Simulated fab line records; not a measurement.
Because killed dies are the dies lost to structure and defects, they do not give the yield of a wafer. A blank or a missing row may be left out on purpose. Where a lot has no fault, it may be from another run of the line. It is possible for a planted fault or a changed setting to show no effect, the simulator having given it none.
fab line records ; flow n5-finfet
[record] lots = 4; wafers = 12; last-day = 15
route steps=1938 shown FIN_SAQP@144 FIN_CUT@154
lots that met no fault: taken from a fault-free run of the same line
start-h: hours from the record's first day to the start of the lot's first wafer shown ; wait-h: hours elapsed since this lot's preceding step ; " as in the row above ; L1.1+2: several wafers, shown together as one row ; - no value, or no start given ; * or withheld: withheld ; < > ~ a bound
route shown NAME@n: names a module that has steps shown in the file, with the first one's number in the route ; usual: average and standard deviation across the fault-free wafers ; same: alike in all rows ; chamber/n: place in a boat ; sites: each site's reading ; _std_site: the standard deviation of these ; _edge_site: inner sites' mean taken away from outer sites' mean ; radius-mm: for every site, how far away it sits from the centre of the wafer ; mask NAME#n: copy n ; behind: the last tool/chamber to shape the wafer ; hold: what put the lot on hold/how long, in hours/how the hold closed ; device: which transistor (n, p or np) failed to switch ; end of line: the route-end tests of the same wafers ; for a step that has no rows: nothing shown but its recipe ; killed: count of dies lost to structure and defects at first sort (not the wafer's yield) ; map: per-die view of a wafer (x killed, . not killed, _ where there is no die)
set.NAME: the setting that was run; set.NAME@STEP: the one run at that earlier step ; model.NAME: the simulator's own value behind a step, which no gauge read
a table for each step, a row for each wafer; lots at some steps of the route
services: when a tool's chamber went out of use (start-h, in hours from the record's first day, below 0 if earlier), for how many hours, and the reason
[[steps]]
[step N5_FIN_SAQP_STRIP_77]
[recipe] chemistry = N2/H2; time-s = 90; power-w = 100; temp-c = 40; pressure-mtorr = 100; rf-frequency-hz = 6e+07; bias-power-w = 3; n2-flow-sccm = 300; h2-flow-sccm = 300
[step N5_FIN_SAQP_ETCH_64]
[recipe] chemistry = CF4; target = SiO2; target-depth-a = 15; ion-energy-ev = 350; pressure-mtorr = 10; icp-w = 800; bias-w = 400; cf4-flow-sccm = 80
[step N5_FIN_SAQP_FIN_ETCH_36]
[recipe] chemistry = HBr/Cl2/O2; target-depth-a = 1200; mask-material = SiNx; time-s = 50.4; bias-w = 102; pressure-mtorr = 10; icp-w = 800; HBr_flow_sccm = 150; Cl2_flow_sccm = 80; O2_flow_sccm = 12
[step N5_FIN_SAQP_PRECLEAN_38]
[recipe] chemistry = O3/DIW; time-s = 45; temp-c = 22; o3-ppm = 10
[step N5_FIN_SAQP_PRECLEAN_45]
[recipe] chemistry = dHF; time-s = 10; dilution = 500:1; temp-c = 25
[step N5_FIN_SAQP_SRD_39]
[recipe] dry = ipa-marangoni; time-s = 30; temp-c = 23; rinse-liquid = diw
[step N5_FIN_CUT_COAT_18]
[recipe] resist = SOC; temp-c = 250; time-s = 60; spin-rpm = 1500; resist-thk-nm = 230
[step N5_FIN_CUT_COAT_19]
[recipe] resist = SiARC; temp-c = 220; time-s = 60; spin-rpm = 1500; resist-thk-nm = 20
[step N5_FIN_CUT_COAT_29]
[recipe] resist = underlayer; temp-c = 205; time-s = 60; spin-rpm = 1500; resist-thk-nm = 10
[usual] exhaust-pa = 45.0/0.96; spin-speed-rpm = 1499.8/0.98
lot.wafer;tool;chamber;start-h;wait-h;exhaust-pa;spin-speed-rpm;model.underlayer_of_FIN_CUT_COAT_29.thk-nm
L799.1;litho-track-01;0;27.65;-;43.8;1499.3;10
L799.3;litho-track-01;0;27.65;-;44.0;1497.6;10
L799.6;litho-track-01;0;27.65;-;43.9;1501.0;10
L813.3;litho-track-01;0;109.99;-;44.0;1688.9;9.4
L813.4;litho-track-01;0;109.99;-;44.9;1688.0;9.4
L813.5;litho-track-01;0;109.99;-;44.5;1688.5;9.6
L814.2;litho-track-05;0;116.61;-;47.3;1498.6;10
L814.4;litho-track-05;0;116.61;-;46.8;1499.0;10
L814.6;litho-track-05;0;116.61;-;44.5;1499.5;10
L815.1;litho-track-01;0;122.94;-;44.7;1689.4;9.4
L815.2;litho-track-01;0;122.94;-;43.8;1689.0;9.4
L815.5;litho-track-01;0;122.94;-;44.8;1689.2;9.4
[step N5_FIN_CUT_COAT_02]
[recipe] resist = CAR-EUV; spin-rpm = 1500; resist-thk-nm = 30
[step N5_FIN_CUT_EBR_04]
[recipe] solvent = PGMEA; ebr-width-mm = 1.5
[step N5_FIN_CUT_SOFTBAKE_03]
[recipe] temp-c = 110; time-s = 60; resist = CAR-EUV
[step N5_FIN_CUT_EXPOSE_05]
[recipe] mask-id = FIN_CUT; na = 0.33; source-shape = annular; sigma-inner = 0.35; sigma-outer = 0.8; polarization = unpolarized; dose-mj = 45.75
[step N5_FIN_CUT_PEB_06]
[recipe] peb-temp-c = 100; peb-time-s = 60; resist = CAR-EUV
[step N5_FIN_CUT_DEVELOP_07]
[recipe] develop-time-s = 30; developer = TMAH; resist = CAR-EUV; rinse-liquid = surfactant-rinse; dry = air-spin; dev-temp-c = 23
[step N5_FIN_CUT_DESCUM_13]
[recipe] chemistry = O2; time-s = 7; source-power-w = 50; bias-power-w = 20; pressure-mtorr = 20; rf-frequency-hz = 2.712e+07; temp-c = 40; resist = CAR-EUV; o2-flow-sccm = 225
[step N5_FIN_CUT_ETCH_30]
[recipe] chemistry = N2/H2; target = underlayer; target-depth-a = 130; mask-material = CAR-EUV; time-s = 10.4; ion-energy-ev = 200; pressure-mtorr = 30; source-w = 840; bias-w = 150; n2-flow-sccm = 200; h2-flow-sccm = 200; ends = cleared
[usual] drypump-motor-current-A = 5.7/0.38; etch-rf-on-time-s = 10.40/0.26; oes-product-au = 0.71/0.075; rf-vpp-V = 524.7/2.9; showerhead-plenum-p-Torr = 2.57/0.1; throttle-valve-pct = 17.74/0.26
lot.wafer;tool;chamber;start-h;wait-h;drypump-motor-current-A;etch-rf-on-time-s;oes-product-au;rf-hours-counter-h;rf-vpp-V;showerhead-plenum-p-Torr;throttle-valve-pct;model.CAR-EUV_of_FIN_CUT_COAT_02.thk-nm;model.etch.depth-nm
L799.1;rie-diel-02;2;28.08;0.0;6.6;10.52;0.73;31;522.4;2.49;18.11;14.6;9.95
L799.3;rie-diel-02;1;28.08;0.0;5.6;10.45;0.87;0;526.8;2.73;17.63;14.6;9.966
L799.6;rie-diel-02;1;28.08;0.0;5.7;10.46;0.87;-;528.1;2.73;17.65;14.6;9.981
L813.3;rie-diel-06;2;110.56;0.0;6.0;9.91;0.73;59;527.8;2.67;17.45;15.2;9.495
L813.4;rie-diel-06;3;110.56;0.0;5.6;10.07;0.65;141;525.7;2.65;17.73;15.2;9.462
L813.5;rie-diel-06;1;110.56;0.0;6.2;9.81;0.76;-;521.6;2.50;17.54;15.2;9.503
L814.2;rie-diel-04;1;117.23;0.0;5.5;10.58;0.61;190;523.9;2.51;17.76;14.6;10
L814.4;rie-diel-04;1;117.23;0.0;5.5;10.74;0.61;-;523.1;2.51;17.77;14.6;10.02
L814.6;rie-diel-04;2;117.23;0.0;5.3;10.07;0.73;-;520.2;2.46;17.91;14.4;10.01
L815.1;rie-diel-04;1;123.49;0.0;5.6;9.91;0.61;192;522.9;2.50;17.77;15.4;9.436
L815.2;rie-diel-04;3;123.49;0.0;6.0;9.39;0.83;8;525.1;2.58;17.81;15.4;9.428
L815.5;rie-diel-04;1;123.49;0.0;5.5;10.03;0.60;-;523.4;2.51;17.76;15.4;9.398
[step N5_FIN_CUT_ETCH_20]
[recipe] chemistry = CF4; target = SiARC; target-depth-a = 260; mask-material = CAR-EUV; time-s = 43.3; ion-energy-ev = 80; pressure-mtorr = 40; source-w = 545; bias-w = 36; Ar_flow_sccm = 100; cf4-flow-sccm = 100; ends = cleared
[usual] drypump-motor-current-A = 5.7/0.38; etch-rf-on-time-s = 43.4/1.1; oes-product-au = 0.70/0.076; rf-vpp-V = 184.4/1.2; showerhead-plenum-p-Torr = 2.17/0.086; throttle-valve-pct = 15.52/0.24
lot.wafer;tool;chamber;start-h;wait-h;drypump-motor-current-A;etch-rf-on-time-s;oes-product-au;rf-hours-counter-h;rf-vpp-V;showerhead-plenum-p-Torr;throttle-valve-pct;model.underlayer_of_FIN_CUT_COAT_29.thk-nm
L799.1;rie-diel-02;2;28.10;0.0;6.5;43.3;0.73;31;183.3;2.08;15.75;9.2
L799.3;rie-diel-02;1;28.10;0.0;5.7;42.9;0.88;0;183.5;2.28;15.19;9.2
L799.6;rie-diel-02;1;28.10;0.0;5.6;43.0;0.89;-;184.9;2.28;15.16;9.2
L813.3;rie-diel-06;2;110.58;0.0;6.0;43.5;0.72;59;184.7;2.26;15.35;8.8
L813.4;rie-diel-06;3;110.58;0.0;5.6;43.3;0.67;141;185.5;2.21;15.45;8.8
L813.5;rie-diel-06;1;110.58;0.0;6.1;42.1;0.77;-;184.3;2.10;15.24;8.8
L814.2;rie-diel-04;1;117.25;0.0;5.6;44.7;0.61;190;183.4;2.14;15.71;9.2
L814.4;rie-diel-04;1;117.25;0.0;5.6;44.2;0.60;-;184.9;2.14;15.71;9.2
L814.6;rie-diel-04;2;117.25;0.0;5.3;41.9;0.73;-;184.2;2.08;15.62;9.2
L815.1;rie-diel-04;1;123.51;0.0;5.5;44.4;0.61;192;183.8;2.14;15.72;8.8
L815.2;rie-diel-04;3;123.51;0.0;6.0;41.7;0.82;8;185.4;2.19;15.56;8.8
L815.5;rie-diel-04;1;123.51;0.0;5.5;44.3;0.60;-;184.1;2.14;15.73;8.6
[step N5_FIN_CUT_ETCH_21]
[recipe] chemistry = N2/H2; target = SOC; target-depth-a = 2190; overetch-a = 438; mask-material = SiARC; temp-c = 40; ion-energy-ev = 100; bias-w = 61; time-s = 523.5; pressure-mtorr = 30; source-w = 850; n2-flow-sccm = 200; h2-flow-sccm = 200
[[services]]
tool;chamber;start-h;hours;kind
rie-diel-04;-;41.41;0.5;repair
rie-diel-04;3;42.13;4.5;repair
rie-diel-04;1;53.27;13.5;repair
rie-diel-04;3;67.02;-;clean
rie-diel-04;3;67.02;-;consumable-replace:focus-ring
rie-diel-04;3;67.02;34.7;scheduled-down
rie-diel-04;3;67.02;34.7;vent-cycle
rie-diel-02;1;80.37;7.8;repair
rie-diel-02;0;80.68;14.0;repair
rie-diel-04;2;97.38;9.7;repair
rie-diel-04;0;107.21;-;clean
rie-diel-04;0;107.21;-;consumable-replace:focus-ring
rie-diel-04;0;107.21;27.2;scheduled-down
rie-diel-04;0;107.21;27.2;vent-cycle
[[key]]
[first-sign] step = N5_FIN_CUT_COAT_29; reading = spin-speed-rpm; direction = up; sigmas = 99+; usual = *; struck = *
effect none on later readings
[model-effect] step = N5_FIN_CUT_COAT_29; value = underlayer_of_FIN_CUT_COAT_29.thk-nm; without = 10; struck = 9.433
[model-effect] step = N5_FIN_CUT_ETCH_30; value = CAR-EUV_of_FIN_CUT_COAT_02.thk-nm; without = 14.63; struck = 15.3
[model-effect] step = N5_FIN_CUT_ETCH_20; value = underlayer_of_FIN_CUT_COAT_29.thk-nm; without = 9.3; struck = 8.767
met-at N5_FIN_CUT_COAT_29
struck-wafers L813.3,L813.4,L813.5,L815.1,L815.2,L815.5
tester-left-out L813,L815
onset-between 27.65 109.99
[fault] kind = process-parameter-drift; tool = litho-track-01; chamber = -; onset-h = 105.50; steps = N5_FIN_CUT_COAT_29; channel = spin-rpm; offset = *; shape = step; end-h = 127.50; acts-in = *; stated = *
// tester-left-out: of these lots the tester's yield and bins aren't shown, on N5 and GAA mostly nor the transistor test; their killed dies are dies lost to structure and defects alone, not to doping, threshold or leakage, so they don't give the yield
